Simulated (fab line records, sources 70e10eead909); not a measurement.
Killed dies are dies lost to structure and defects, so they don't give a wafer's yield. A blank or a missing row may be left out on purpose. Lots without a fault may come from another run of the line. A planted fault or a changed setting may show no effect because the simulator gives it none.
fab line records | flow nand_harc
record lots=7 wafers=21 last_day=31
route steps=1302 shown THIN_TSV@1261 END@1301
lots that met no fault: from a run of the same line without faults
start_h: hours from the record's first day to the start of the lot's first wafer shown | wait_h: hours since the lot's step before | " the same as in the row above | L1.1+2: a row that stands for several wafers | - no value, or no start given | * or withheld: withheld | < > ~ a bound
route shown NAME@n: a module of which the file shows steps, and the number in the route of the first | usual: mean/standard deviation of fault-free wafers | same: alike in all rows | chamber/n: place in a boat | sites: the reading at each site | _std_site: their standard deviation | _edge_site: outer sites' mean less inner sites' | radius_mm: how far each site lies from the wafer's centre | mask NAME#n: copy n | behind: the tool/chamber that last shaped the wafer | hold: why the lot was held/for how many hours/how that ended | device: the transistor (n, p or np) that didn't switch | end of line: the same wafers' tests at the end of the route | a step without rows: its recipe alone | killed: dies lost to structure and defects at the first sort, not the wafer's yield | map: a wafer's dies, x killed, . not, _ none there
set.NAME: the setting as run; set.NAME@STEP: as run at that earlier step | model.NAME: the simulator's own value behind a step, which no gauge read
lots at some steps of the route; a table a step, a row a wafer
services: from which hour (start_h, from the record's first day; less than 0 if before it) a tool's chamber was out of use, for how many hours, and why
## steps
# step NHARC_THIN_TSV_DESCUM_14
# recipe time_s=3 o2_flow_sccm=200 ar_flow_sccm=0 bias_power_w=0 chemistry=O2
# step NHARC_THIN_TSV_ETCH_44
# recipe target_depth_a=15942 time_s=797.1 cf4_flow_sccm=150 o2_flow_sccm=10 ar_flow_sccm=0 rf_w=300 bias_w=800 chemistry=CF4/O2
# step NHARC_THIN_TSV_ETCH_15
# recipe target_depth_a=30000 bosch_target_overetch_cycles=2 bosch_etch_step_s=2.8 bosch_dep_step_s=1.2 bosch_cycles=14
# step NHARC_THIN_TSV_CD_MEAS_16
# usual cd_nm=999.2/2
# columns lot.wafer tool chamber start_h wait_h cd_nm
L233.2 cd_sem-01 - 565.06 0.1 998.5
L233.4 " - " " 999.2
L233.5 " - " " 999.9
L239.1 cd_sem-03 - 615.06 0.1 998.5
L239.2 " - " " 1000.9
L239.5 " - " " 998.0
L241.4 cd_sem-01 - 666.79 0.1 999.7
L241.5 " - " " 999.2
L241.6 " - " " 998.9
L245.2 cd_sem-02 - 669.82 0.1 1000.7
L245.3 " - " " 999.4
L245.5 " - " " 999.4
L246.1 cd_sem-01 - 694.32 0.1 997.9
L246.4 " - " " 998.4
L246.6 " - " " 996.3
L249.2 cd_sem-03 - 710.99 0.1 1002.4
L249.3 " - " " 1002.7
L249.4 " - " " 1001.8
L247.1 cd_sem-01 - 724.27 0.1 995.3
L247.4 " - " " 996.4
L247.6 " - " " 997.7
# step NHARC_THIN_TSV_STRIP_45
# recipe power_w=1500 temp_c=250 chemistry=O2
# step NHARC_THIN_TSV_STRIP_46
# recipe time_s=1200 temp_c=72.5 chemistry=post_etch_residue_remover
# step NHARC_THIN_TSV_DEP_47
# recipe target_thk_a=2000 temp_c=withheld pressure_torr=6.5 rf_w=900 teos_flow_sccm=161.4 flow_sccm=2650 target_thk_nm=200 gas=O2 material=SiO2
# step NHARC_THIN_TSV_ETCHBACK_48
# recipe target_depth_a=10285 over_etch_frac=0.3 time_s=405.17 ion_energy_ev=250 c4f8_flow_sccm=withheld ar_flow_sccm=withheld rf_w=600 bias_w=300 chemistry=C4F8/Ar
# step NHARC_THIN_TSV_STRIP_62
# recipe power_w=1500 temp_c=250 time_s=20 chemistry=N2/H2
# step NHARC_THIN_TSV_DEGAS_49
# recipe temp_c=300 time_s=120
# usual heater_power_w=472/48
# columns lot.wafer tool chamber start_h wait_h heater_power_w
L233.2 pvd_sputter-03 - 566.93 0.1 411
L233.4 " - " " 442
L233.5 " - " " 457
L239.1 pvd_sputter-03 - 616.86 0.1 456
L239.2 " - " " 498
L239.5 " - " " 440
L241.4 pvd_sputter-02 - 668.59 0.1 549
L241.6 " - " " 565
L241.5 " - " " 553
L245.2 pvd_sputter-03 - 671.64 0.1 443
L245.3 " - " " 475
L245.5 " - " " 449
L246.4 pvd_sputter-03 - 696.37 0.1 462
L246.1 " - " " 501
L246.6 " - " " 406
L249.4 pvd_sputter-03 - 712.79 0.1 491
L249.3 " - " " 461
L249.2 " - " " 476
L247.1 pvd_sputter-03 - 726.09 0.1 464
L247.4 " - " " 380
L247.6 " - " " 427
# step NHARC_THIN_TSV_PRE_CLEAN_50
# recipe time_s=30 temp_c=280 gas=H2/He
# step NHARC_THIN_TSV_PVD_19
# recipe target_thk_a=200 chamber_pressure_pa=5 material=TaN
# usual chamber_pressure_pa=4.999/0.0092 throttle_valve_pct=30.1/1.4
# columns lot.wafer tool chamber start_h wait_h chamber_pressure_pa throttle_valve_pct
L233.2 pvd_sputter-03 - - - 4.992 30.4
L233.4 " - " " 5.000 30.2
L233.5 " - " " 4.989 30.4
L239.1 pvd_sputter-03 - - - 5.008 30.2
L239.2 " - " " 5.000 26.9
L239.5 " - " " 4.992 31.9
L241.4 pvd_sputter-02 - - - 4.998 30.3
L241.5 " - " " 4.996 31.0
L241.6 " - " " 5.005 32.4
L245.2 pvd_sputter-03 - - - 5.001 26.9
L245.3 " - " " 5.006 30.5
L245.5 " - " " 5.007 31.5
L246.1 pvd_sputter-03 - - - 5.018 30.8
L246.4 " - " " 4.994 26.7
L246.6 " - " " 4.994 30.7
L249.3 pvd_sputter-03 - - - 5.011 30.6
L249.2 " - " " 4.997 30.1
L249.4 " - " " 4.986 26.9
L247.1 pvd_sputter-03 - - - 5.004 32.0
L247.4 " - " " 5.003 30.5
L247.6 " - " " 4.996 28.1
# step NHARC_THIN_TSV_PVD_51
# recipe target_thk_a=1000 chamber_pressure_pa=5 material=Cu
# usual chamber_pressure_pa=5.001/0.011 throttle_valve_pct=30.2/1.4
# columns lot.wafer tool chamber start_h wait_h chamber_pressure_pa throttle_valve_pct
L233.2 pvd_sputter-03 - 567.23 - 4.997 26.6
L233.4 " - " " 4.987 30.5
L233.5 " - " " 5.010 30.6
L239.2 pvd_sputter-03 - 617.14 - 4.990 27.2
L239.1 " - " " 5.004 31.9
L239.5 " - " " 5.009 31.7
L241.4 pvd_sputter-02 - 668.91 - 5.013 30.2
L241.6 " - " " 5.010 30.2
L241.5 " - " " 5.010 31.0
L245.2 pvd_sputter-03 - 671.90 - 4.998 30.6
L245.3 " - " " 4.992 26.7
L245.5 " - " " 4.997 30.1
L246.1 pvd_sputter-03 - 696.65 - 4.978 30.4
L246.4 " - " " 4.986 26.8
L246.6 " - " " 4.972 30.5
L249.4 pvd_sputter-03 - 713.08 - 5.018 30.2
L249.2 " - " " 4.990 26.9
L249.3 " - " " 5.004 31.4
L247.1 pvd_sputter-03 - 726.37 - 5.002 31.7
L247.4 " - " " 4.997 29.9
L247.6 " - " " 5.002 31.3
# step NHARC_THIN_TSV_ECD_20
# recipe target_thk_a=20000 material=Cu
# step NHARC_THIN_TSV_ANNEAL_52
# recipe temp_c=225 time_s=90
# usual wafer_temp_C_max=226.2/0.4
# columns lot.wafer tool chamber start_h wait_h wafer_temp_C_max
L233.2 rtp_anneal-01 0 568.18 0.7 226.0
L233.4 " 0 " " 225.7
L233.5 " 0 " " 225.7
L239.1 rtp_anneal-01 0 618.05 0.5 225.7
L239.2 " 0 " " 225.7
L239.5 " 0 " " 225.5
L241.4 rtp_anneal-02 0 669.92 0.5 226.2
L241.5 " 0 " " 226.3
L241.6 " 0 " " 226.6
L245.2 rtp_anneal-01 0 672.86 0.7 225.6
L245.3 " 0 " " 225.4
L245.5 " 0 " " 226.4
L246.1 rtp_anneal-02 0 697.62 0.7 226.3
L246.4 " 0 " " 227.0
L246.6 " 0 " " 226.6
L249.2 rtp_anneal-01 0 714.17 0.8 225.9
L249.3 " 0 " " 226.2
L249.4 " 0 " " 225.9
L247.1 rtp_anneal-01 0 727.27 0.6 226.3
L247.4 " 0 " " 226.2
L247.6 " 0 " " 225.8
# step NHARC_THIN_TSV_CMP_21
# recipe t_overpolish_s=30 target_thk_nm=2000
# usual motor_current_A=11.8/0.86 overpolish_run_s=29.999/0.0081
# columns lot.wafer tool chamber start_h wait_h motor_current_A overpolish_run_s
L233.4 cmp-02 0 568.47 - 11.5 30.015
L233.2 " 3 " " 12.0 30.011
L233.5 " 0 " " 10.7 30.013
L239.2 cmp-01 1 618.43 - 10.9 29.994
L239.1 " 2 " " 12.6 29.993
L239.5 " 1 " " 10.9 30.005
L241.4 cmp-04 3 670.20 - 11.5 29.997
L241.6 " 0 " " 13.8 30.003
L241.5 " 1 " " 12.1 30.003
L245.2 cmp-02 3 673.15 - 11.5 29.989
L245.3 " 2 " " 10.7 29.993
L245.5 " 0 " " 11.4 29.987
L246.4 cmp-04 0 697.96 - 14.0 29.996
L246.1 " 2 " " 11.7 30.016
L246.6 " 0 " " 13.2 30.003
L249.2 cmp-01 0 714.46 - 10.8 30.014
L249.3 " 1 " " 11.5 29.994
L249.4 " 2 " " 12.8 29.996
L247.1 cmp-01 0 727.62 - 11.0 29.983
L247.4 " 1 " " 11.5 29.992
L247.6 " 1 " " 11.8 29.990
# step NHARC_THIN_TSV_SRD_23
# step NHARC_THIN_TSV_DEGAS_53
# recipe temp_c=300 time_s=60
# step NHARC_THIN_TSV_PRE_CLEAN_54
# recipe time_s=30 temp_c=280 gas=H2/He
# step NHARC_THIN_TSV_PVD_55
# recipe target_thk_a=500 material=TiN
# step NHARC_THIN_TSV_PVD_24
# recipe target_thk_a=8000 power_w=withheld chamber_pressure_pa=withheld substrate_temp_c=withheld time_s=withheld gas=Ar material=Al
# step NHARC_THIN_TSV_DEHYDRATE_25
# recipe temp_c=150 time_s=120
# step NHARC_THIN_TSV_HMDS_26
# recipe time_s=30
# step NHARC_THIN_TSV_COAT_27
# recipe spin_rpm=*
# step NHARC_THIN_TSV_SOFTBAKE_28
# recipe temp_c=122 time_s=95
# step NHARC_THIN_TSV_EBR_29
# step NHARC_THIN_TSV_EXPOSE_30
# recipe na=0.55 dose_mj=11.47 mask_id=PAD
# step NHARC_THIN_TSV_PEB_31
# recipe peb_temp_c=118 peb_time_s=85
# step NHARC_THIN_TSV_DEVELOP_32
# recipe time_s=70
# step NHARC_THIN_TSV_CD_MEAS_33
# recipe target_cd_nm=5000 landing_energy_ev=500
# usual cd_nm=5001.5/2
# columns lot.wafer tool chamber start_h wait_h cd_nm
L233.2 cd_sem-01 0 570.07 - 5003.8
L233.4 " 0 " " 5001.6
L233.5 " 0 " " 5003.0
L239.1 cd_sem-01 0 620.01 - 5001.9
L239.2 " 0 " " 4997.4
L239.5 " 0 " " 4997.0
L241.4 cd_sem-02 0 671.72 - 5003.9
L241.5 " 0 " " 5002.6
L241.6 " 0 " " 5001.9
L245.2 cd_sem-02 0 674.75 - 5002.8
L245.3 " 0 " " 4999.7
L245.5 " 0 " " 5001.6
L246.1 cd_sem-02 0 699.44 - 5002.1
L246.4 " 0 " " 5001.4
L246.6 " 0 " " 5002.0
L249.2 cd_sem-02 0 716.08 - 4999.8
L249.3 " 0 " " 5001.9
L249.4 " 0 " " 5001.4
L247.1 cd_sem-01 0 729.22 - 5004.5
L247.4 " 0 " " 5000.3
L247.6 " 0 " " 5001.6
# step NHARC_THIN_TSV_HARDBAKE_34
# recipe temp_c=125 time_s=80
# step NHARC_THIN_TSV_DESCUM_35
# recipe time_s=3 o2_flow_sccm=200 ar_flow_sccm=0 bias_power_w=0 chemistry=O2
# step NHARC_THIN_TSV_ETCH_59
# recipe target_depth_a=8800 icp_w=900 bias_w=100 Cl2_flow_sccm=60 bcl3_flow_sccm=30 time_s=138.1 chemistry=Cl2/BCl3
# step NHARC_THIN_TSV_ETCH_36
# recipe target_depth_a=650 over_etch_frac=0.3 time_s=18.571 ion_energy_ev=150 chemistry=Cl2/BCl3
# step NHARC_THIN_TSV_STRIP_56
# recipe power_w=1500 temp_c=250 chemistry=O2
# usual drypump_motor_current_A=6.0/0.39 heater_power_w=335/26
# columns lot.wafer tool chamber start_h wait_h drypump_motor_current_A heater_power_w rf_hours_counter_h
L233.2 plasma_asher-02 0 570.72 0.1 6.6 360 30
L233.4 " 1 " " 6.0 310 -
L233.5 " 1 " " 5.9 313 -
L239.2 plasma_asher-01 1 620.65 0.1 5.7 351 20
L239.1 " 0 " " 5.7 313 20
L239.5 " 0 " " 5.7 310 -
L241.4 plasma_asher-01 0 672.50 0.2 5.7 315 -
L241.5 " 1 " " 5.7 364 -
L241.6 " 0 " " 5.7 308 -
L245.2 plasma_asher-02 1 675.44 0.1 5.9 311 13
L245.3 " 0 " " 6.6 361 -
L245.5 " 0 " " 6.6 356 -
L246.1 plasma_asher-02 0 700.09 0.1 6.6 349 18
L246.4 " 0 " " 6.6 355 -
L246.6 " 0 " " 6.6 355 -
L249.2 plasma_asher-02 1 716.73 0.1 5.9 299 23
L249.3 " 1 " " 5.9 313 -
L249.4 " 0 " " 6.6 353 -
L247.1 plasma_asher-02 0 730.00 0.1 6.6 351 25
L247.4 " 1 " " 6.0 317 -
L247.6 " 0 " " 6.6 368 -
# step NHARC_THIN_TSV_STRIP_57
# recipe time_s=1200 temp_c=72.5 chemistry=post_etch_residue_remover
# step NHARC_THIN_TSV_CD_MEAS_37
# usual cd_nm=5000.9/2.7
# columns lot.wafer tool chamber start_h wait_h cd_nm
L233.2 cd_sem-01 - 571.52 - 5003.2
L233.4 " - " " 5002.7
L233.5 " - " " 5002.4
L239.1 cd_sem-01 - 621.44 - 5000.9
L239.2 " - " " 4998.6
L239.5 " - " " 4995.8
L241.4 cd_sem-02 - 673.16 - 5004.6
L241.5 " - " " 5002.8
L241.6 " - " " 4999.7
L245.2 cd_sem-03 - 676.23 - 5003.5
L245.3 " - " " 4998.9
L245.5 " - " " 5000.9
L246.1 cd_sem-03 - 700.91 - 4999.3
L246.4 " - " " 5000.2
L246.6 " - " " 4999.1
L249.2 cd_sem-02 - 717.54 - 5002.5
L249.3 " - " " 5004.1
L249.4 " - " " 5003.5
L247.1 cd_sem-02 - 730.74 - 5000.0
L247.4 " - " " 4996.6
L247.6 " - " " 4998.8
# step NHARC_THIN_TSV_ANNEAL_58
# recipe temp_c=400 time_s=1800
# step NHARC_END_WLT_00
# usual VT_DECK1_BOTTOM=0.873/0.0085 VT_DECK1_BOTTOM_INNER=0.873/0.0081 VT_DECK1_MEDIAN_NEAR_BOTTOM=0.874/0.0083 VT_DECK1_MEDIAN_NEAR_BOTTOM_INNER=0.875/0.0085 VT_DECK1_MIDDLE=0.887/0.0077 VT_DECK1_MIDDLE_INNER=0.886/0.0077 VT_DECK1_TOP=0.899/0.0081 VT_DECK1_TOP_INNER=0.899/0.0082 VT_DECK2_BOTTOM=0.867/0.0067 VT_DECK2_BOTTOM_INNER=0.867/0.007 VT_DECK2_MEDIAN_NEAR_BOTTOM=0.867/0.0075 VT_DECK2_MEDIAN_NEAR_BOTTOM_INNER=0.868/0.0076 VT_DECK2_MIDDLE=0.879/0.0065 VT_DECK2_MIDDLE_INNER=0.880/0.0066 VT_DECK2_TOP=0.891/0.0068 VT_DECK2_TOP_INNER=0.892/0.0065
# columns lot.wafer tool chamber start_h wait_h VT_DECK1_BOTTOM VT_DECK1_BOTTOM_INNER VT_DECK1_MEDIAN_NEAR_BOTTOM VT_DECK1_MEDIAN_NEAR_BOTTOM_INNER VT_DECK1_MIDDLE VT_DECK1_MIDDLE_INNER VT_DECK1_TOP VT_DECK1_TOP_INNER VT_DECK2_BOTTOM VT_DECK2_BOTTOM_INNER VT_DECK2_MEDIAN_NEAR_BOTTOM VT_DECK2_MEDIAN_NEAR_BOTTOM_INNER VT_DECK2_MIDDLE VT_DECK2_MIDDLE_INNER VT_DECK2_TOP VT_DECK2_TOP_INNER
L233.2 prober-01 - 578.19 0.5 0.882 0.879 0.889 0.883 0.902 0.897 0.910 0.914 0.878 0.876 0.885 0.887 0.883 0.889 0.907 0.906
L233.4 " - 579.19 1.5 0.880 0.877 0.880 0.884 0.898 0.904 0.911 0.903 0.875 0.874 0.876 0.882 0.886 0.889 0.895 0.902
L233.5 " - " " 0.888 0.876 0.890 0.891 0.894 0.903 0.916 0.911 0.875 0.873 0.867 0.878 0.886 0.891 0.902 0.905
L239.1 prober-01 - 628.41 0.0 0.878 0.867 0.871 0.871 0.888 0.884 0.899 0.891 0.873 0.868 0.872 0.872 0.882 0.880 0.898 0.893
L239.2 " - " " 0.871 0.876 0.878 0.869 0.891 0.889 0.908 0.903 0.872 0.872 0.874 0.868 0.883 0.885 0.899 0.891
L239.5 " - 630.40 2.0 0.872 0.884 0.878 0.883 0.877 0.887 0.900 0.900 0.864 0.867 0.874 0.864 0.891 0.887 0.895 0.888
L245.2 prober-02 - 679.84 0.5 0.860 0.854 0.858 0.858 0.875 0.874 0.890 0.880 0.846 0.853 0.855 0.848 0.866 0.867 0.884 0.885
L245.3 " - " " 0.859 0.858 0.862 0.859 0.867 0.873 0.886 0.886 0.863 0.855 0.864 0.869 0.879 0.870 0.884 0.879
L245.5 " - 681.34 2.0 0.860 0.865 0.865 0.866 0.880 0.879 0.885 0.887 0.863 0.863 0.855 0.856 0.877 0.876 0.883 0.887
L241.4 prober-02 - 688.58 9.3 0.872 0.869 0.866 0.869 0.885 0.878 0.896 0.893 0.863 0.869 0.867 0.869 0.887 0.875 0.887 0.901
L241.5 " - " " 0.863 0.870 0.874 0.867 0.880 0.887 0.887 0.890 0.864 0.863 0.864 0.869 0.873 0.880 0.897 0.886
L241.6 " - " " 0.869 0.866 0.868 0.867 0.872 0.874 0.895 0.895 0.869 0.868 0.865 0.867 0.876 0.884 0.892 0.898
L246.1 prober-01 - 705.58 0.0 0.867 0.870 0.876 0.875 0.886 0.880 0.901 0.900 0.861 0.866 0.864 0.872 0.879 0.877 0.893 0.891
L246.4 " - 707.09 1.6 0.878 0.873 0.867 0.876 0.881 0.889 0.897 0.907 0.863 0.872 0.867 0.866 0.875 0.875 0.891 0.884
L246.6 " - 708.10 2.6 0.869 0.877 0.880 0.878 0.893 0.892 0.908 0.898 0.866 0.859 0.853 0.871 0.877 0.879 0.892 0.885
L249.2 prober-02 - 722.70 0.6 0.863 0.868 0.870 0.865 0.888 0.886 0.894 0.897 0.881 0.869 0.869 0.884 0.891 0.890 0.890 0.893
L249.3 " - " " 0.853 0.864 0.872 0.860 0.881 0.876 0.892 0.897 0.869 0.872 0.863 0.873 0.880 0.879 0.889 0.888
L249.4 " - " " 0.863 0.862 0.865 0.872 0.885 0.882 0.884 0.896 0.869 0.871 0.873 0.877 0.884 0.886 0.892 0.892
L247.1 prober-01 - 738.58 0.5 0.865 0.859 0.866 0.870 0.881 0.875 0.901 0.897 0.871 0.875 0.871 0.867 0.883 0.877 0.888 0.888
L247.4 " - 740.09 2.0 0.863 0.870 0.870 0.864 0.872 0.881 0.899 0.894 0.863 0.874 0.873 0.867 0.878 0.884 0.885 0.888
L247.6 " - 741.10 3.0 0.870 0.869 0.870 0.881 0.883 0.879 0.890 0.891 0.867 0.867 0.874 0.870 0.874 0.875 0.890 0.890
# step NHARC_END_SORT_01
# recipe temp_c=25
# usual defect_limited_yield=90.6/2.3 killed_at_array=59/16 killed_at_other=0.8/1.1 killed_at_periphery=3.6/2.4 killed_dies=64/16 killed_open=3.4/1.8 killed_short=2.5/1.6
# same gross_dies=677
# columns lot.wafer tool chamber start_h wait_h defect_limited_yield[%] killed_at_array killed_at_other killed_at_periphery killed_dies killed_open killed_short
L233.2 prober-01 0 581.51 2.8 89.4 67 2 3 72 7 3
L233.4 prober-01 0 583.12 3.4 90.7 62 0 1 63 4 3
L233.5 prober-01 0 583.93 3.7 86.7 88 0 2 90 6 6
L245.2 prober-02 0 683.13 2.8 91.9 49 1 5 55 3 4
L245.3 prober-02 0 683.92 3.1 91.6 50 2 5 57 0 4
L245.5 prober-02 0 685.49 3.7 93.4 40 0 5 45 1 2
L241.4 prober-02 0 692.50 3.4 89.4 67 2 3 72 1 5
L241.5 prober-02 0 693.30 3.7 91.1 52 1 7 60 4 1
L241.6 prober-02 0 694.10 4.0 89.2 63 1 9 73 5 3
L246.1 prober-01 0 708.60 2.5 84.9 38 58 6 102 0 0
L246.4 prober-01 0 711.02 3.4 81.5 40 77 8 125 1 1
L246.6 prober-01 0 712.64 4.0 83.3 49 54 10 113 2 4
L249.2 prober-02 0 725.97 2.8 81.2 40 85 2 127 4 1
L249.3 prober-02 0 726.76 3.1 81.2 52 72 3 127 5 3
L249.4 prober-02 0 727.56 3.4 82.4 53 63 3 119 4 1
L247.1 prober-01 0 741.60 2.5 81.4 50 74 2 126 5 4
L247.4 prober-01 0 744.02 3.4 83.2 55 56 3 114 6 2
L247.6 prober-01 0 745.64 4.0 82.0 46 73 3 122 3 4
# killed by level:class
L233.2 A_CHANNEL_HOLE_D2:chamber_film_flake=27 A_CHANNEL_HOLE_D1:chamber_film_flake=22 A_STAIRCASE:chamber_film_flake=5 A_CONTACT:chamber_film_flake=3 A_ONON_D2:geometric_particle:open=2 A_BLC:geometric_particle:open=2 A_DECK1_JOINT:chamber_film_flake=2 THIN_TSV:chamber_film_flake=2
L233.4 A_CHANNEL_HOLE_D1:chamber_film_flake=24 A_CHANNEL_HOLE_D2:chamber_film_flake=22 A_CONTACT:chamber_film_flake=4 A_CHANNEL_FILL_D1:chamber_film_flake=3 A_CHANNEL_FILL_D1:geometric_particle:short=2 A_STAIRCASE:chamber_film_flake=2 P_CONTACT:geometric_particle:open=1 A_DECK1_JOINT:geometric_particle:open=1
L233.5 A_CHANNEL_HOLE_D1:chamber_film_flake=36 A_CHANNEL_HOLE_D2:chamber_film_flake=34 A_CONTACT:chamber_film_flake=5 A_WL_FILL:geometric_particle:short=2 A_WL_FILL:geometric_particle:open=2 A_CHANNEL_FILL_D1:chamber_film_flake=2 P_STI:geometric_particle:open=1 P_CONTACT:geometric_particle:short=1
L245.2 A_SLIT:chamber_film_flake=31 A_CHANNEL_HOLE_D1:chamber_film_flake=7 A_WL_FILL:geometric_particle:short=3 P_STI:chamber_film_flake=3 A_CONTACT:chamber_film_flake=3 P_M0:geometric_particle:open=1 A_ONON_D1:geometric_particle:open=1 A_CHANNEL_FILL_D1:geometric_particle:short=1
L245.3 A_SLIT:chamber_film_flake=30 A_CHANNEL_HOLE_D1:chamber_film_flake=9 A_CONTACT:chamber_film_flake=6 P_STI:chamber_film_flake=4 A_WL_FILL:geometric_particle:short=2 A_ONON_D1:geometric_particle:short=1 A_ONON_D2:geometric_particle:short=1 P_M1:chamber_film_flake=1
L245.5 A_SLIT:chamber_film_flake=27 A_CHANNEL_HOLE_D1:chamber_film_flake=8 P_STI:chamber_film_flake=4 A_WL_FILL:geometric_particle:short=2 P_M0:geometric_particle:open=1 A_CHANNEL_FILL_D1:chamber_film_flake=1 A_DECK1_JOINT:chamber_film_flake=1 A_STAIRCASE:chamber_film_flake=1
L241.4 A_CHANNEL_HOLE_D1:chamber_film_flake=32 A_CHANNEL_HOLE_D2:chamber_film_flake=21 A_CONTACT:chamber_film_flake=3 P_M0:chamber_film_flake=3 A_STAIRCASE:chamber_film_flake=3 A_WL_FILL:geometric_particle:short=2 STARTING-WAFER:geometric_particle:short=2 A_SLIT:chamber_film_flake=2
L241.5 A_CHANNEL_HOLE_D1:chamber_film_flake=20 A_CHANNEL_HOLE_D2:chamber_film_flake=15 P_M0:chamber_film_flake=5 A_DECK1_JOINT:chamber_film_flake=5 A_CONTACT:chamber_film_flake=4 A_STAIRCASE:chamber_film_flake=2 P_M2:geometric_particle:open=1 A_CHANNEL_FILL_D1:geometric_particle:open=1
L241.6 A_CHANNEL_HOLE_D1:chamber_film_flake=30 A_CHANNEL_HOLE_D2:chamber_film_flake=15 P_M0:chamber_film_flake=6 A_CONTACT:chamber_film_flake=4 A_STAIRCASE:chamber_film_flake=4 A_DECK1_JOINT:chamber_film_flake=3 A_WL_FILL:geometric_particle:open=2 P_CONTACT:geometric_particle:short=1
L246.1 THIN_TSV:unspecified=58 A_CHANNEL_HOLE_D2:chamber_film_flake=22 A_CHANNEL_HOLE_D1:chamber_film_flake=10 P_CONTACT:chamber_film_flake=5 A_CHANNEL_FILL_D2:chamber_film_flake=2 A_BONDPAD:chamber_film_flake=2 P_ZERO_WELL:chamber_film_flake=1 A_STAIRCASE:chamber_film_flake=1
L246.4 THIN_TSV:unspecified=77 A_CHANNEL_HOLE_D2:chamber_film_flake=14 A_CHANNEL_HOLE_D1:chamber_film_flake=10 A_CHANNEL_FILL_D2:chamber_film_flake=5 P_STI:chamber_film_flake=4 A_STAIRCASE:chamber_film_flake=4 P_CONTACT:chamber_film_flake=3 A_WL_FILL:chamber_film_flake=2
L246.6 THIN_TSV:unspecified=54 A_CHANNEL_HOLE_D2:chamber_film_flake=23 P_CONTACT:chamber_film_flake=7 A_SLIT:chamber_film_flake=7 A_CHANNEL_HOLE_D1:chamber_film_flake=6 A_CHANNEL_FILL_D2:chamber_film_flake=4 A_CHANNEL_HOLE_D2:geometric_particle:short=2 P_STI:chamber_film_flake=2
L249.2 THIN_TSV:unspecified=83 A_CHANNEL_HOLE_D2:chamber_film_flake=19 A_CHANNEL_HOLE_D1:chamber_film_flake=10 A_STAIRCASE:chamber_film_flake=3 A_CONTACT:chamber_film_flake=3 A_M0:geometric_particle:open=2 A_SLIT:chamber_film_flake=2 THIN_TSV:chamber_film_flake=2
L249.3 THIN_TSV:unspecified=69 A_CHANNEL_HOLE_D2:chamber_film_flake=32 A_CHANNEL_HOLE_D1:chamber_film_flake=7 THIN_TSV:chamber_film_flake=3 A_ONON_D2:geometric_particle:open=2 A_STAIRCASE:chamber_film_flake=2 P_M0:geometric_particle:open=1 A_SOURCE_PLATE:geometric_particle:short=1
L249.4 THIN_TSV:unspecified=60 A_CHANNEL_HOLE_D2:chamber_film_flake=26 A_CHANNEL_HOLE_D1:chamber_film_flake=13 A_CONTACT:chamber_film_flake=6 A_SLIT:chamber_film_flake=3 THIN_TSV:chamber_film_flake=3 P_GATE:geometric_particle:open=1 A_CHANNEL_HOLE_D1:geometric_particle:short=1
L247.1 THIN_TSV:unspecified=71 A_CHANNEL_HOLE_D1:chamber_film_flake=33 THIN_TSV:chamber_film_flake=3 A_CONTACT:chamber_film_flake=3 A_CHANNEL_FILL_D1:geometric_particle:open=2 A_SLIT:chamber_film_flake=2 A_CHANNEL_FILL_D1:chamber_film_flake=2 A_STAIRCASE:chamber_film_flake=2
L247.4 THIN_TSV:unspecified=55 A_CHANNEL_HOLE_D1:chamber_film_flake=35 A_CONTACT:chamber_film_flake=4 A_CONTACT:geometric_particle:open=3 A_DECK1_JOINT:chamber_film_flake=3 A_SLIT:chamber_film_flake=3 P_STI:chamber_film_flake=2 A_CHANNEL_HOLE_D1:geometric_particle:short=1
L247.6 THIN_TSV:unspecified=70 A_CHANNEL_HOLE_D1:chamber_film_flake=30 A_STAIRCASE:chamber_film_flake=4 P_CONTACT:geometric_particle:short=3 A_SLIT:chamber_film_flake=3 THIN_TSV:chamber_film_flake=3 A_SGD_CUT:chamber_film_flake=2 A_CHANNEL_FILL_D1:geometric_particle:open=1
# map L246.4 (x killed, . not)
____________.____________
_________x......_________
_______..........._______
______...x.........______
_____..............._____
____..x...x.x.x......____
____.....x...........____
___.....x.............___
___...................___
__.................x...__
__.............xx......__
_......................._
_.............x........._
_............x.........._
_...xx.................._
_.x..x.....x............_
.x..xxx.x................
..xxxxx..................
.x.xxxxx.xx........x.....
xxxxxxxxx...........x....
.xxxxxxxx.xx..x.x........
_xxxxxxxxx.x.xx...x....._
_xxxxxxx..x..x.........._
_xxxxxxxxxx.x..........x_
_xxxxxxx.xxx............_
_.xxxxxx.....xx.....x..._
__xxxx.xxxx.x..........__
__..xx.................__
___...................___
___.......x...........___
____.................____
____.................____
_____..............._____
______.........x...______
_______..........._______
_________......._________
____________.____________
# map L247.1 (x killed, . not)
____________.____________
_________...x..._________
_______....x......_______
______.............______
_____.....x........._____
____........x........____
____..x..............____
___......x..........x.___
___................xxx___
__..x.............xxxxx__
__................xxxxx__
_................xxxxxxx_
_.................xxxxxx_
_..............x.xxxxxxx_
_...............x.xxxxxx_
_...............xxxxxxxx_
x...............xxxxxxxxx
..................xxxxxx.
..............x..xxx.x..x
x......x..x......x.x...x.
........xxx..............
_.......xxx.x..........x_
_...xxxx.xx............._
_.......xxxxxx..x......._
_......x.xxxx..x...x...._
_........xxx..........x._
__.......xx.xx.........__
__.......x.x...........__
___.....x.x...........___
___...................___
____.................____
____.................____
_____..............._____
______.............______
_______..........._______
_________....x.._________
____________.____________
## services
# columns tool chamber start_h hours kind
pvd_sputter-03 - 589.74 2.0 repair
cmp-01 - 596.16 4.0 pm
cmp-04 - 599.48 0.4 repair
cmp-01 - 600.16 - consumable_replace:conditioner
plasma_asher-02 - 603.32 9.0 pm
plasma_asher-02 0 603.32 9.0 vent_cycle
plasma_asher-02 1 603.32 9.0 vent_cycle
plasma_asher-02 0 612.32 - clean
plasma_asher-02 1 612.32 - clean
cmp-02 - 625.10 4.0 pm
cmp-01 - 636.56 0.3 repair
pvd_sputter-02 - 638.00 10.0 pm
pvd_sputter-02 - 648.77 6.2 repair
cmp-01 - 658.03 6.7 repair
cmp-01 - 676.33 0.9 repair
plasma_asher-02 - 676.38 1.5 repair
cmp-02 - 678.50 1.1 repair
cmp-02 - 682.49 0.5 repair
cmp-01 - 694.16 4.0 pm
plasma_asher-01 - 696.00 9.0 pm
cmp-04 - 699.13 4.0 pm
cmp-02 - 706.19 11.5 repair
pvd_sputter-03 - 714.98 10.0 pm
cmp-02 - 723.10 4.0 pm
## key
first_sign step=NHARC_END_SORT_01 reading=killed_at_other direction=up sigmas=59 usual=0.8 struck=68
effect step=NHARC_END_SORT_01 reading=killed_dies direction=up sigmas=3.6 usual=64 struck=119
more_kills_born_at NHARC_THIN_TSV_PVD_51@pvd_sputter-03=597
met_at NHARC_THIN_TSV_PVD_51
struck_wafers L246.1,L246.4,L246.6,L247.1,L247.4,L247.6,L249.2,L249.3,L249.4
onset_between 671.90 696.65
also_fits time
fault kind=chamber_particle_source tool=pvd_sputter-03 chamber=- onset_h=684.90 steps=NHARC_THIN_TSV_PVD_51 rate_per_visit_cm2=0.80309 end_h=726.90
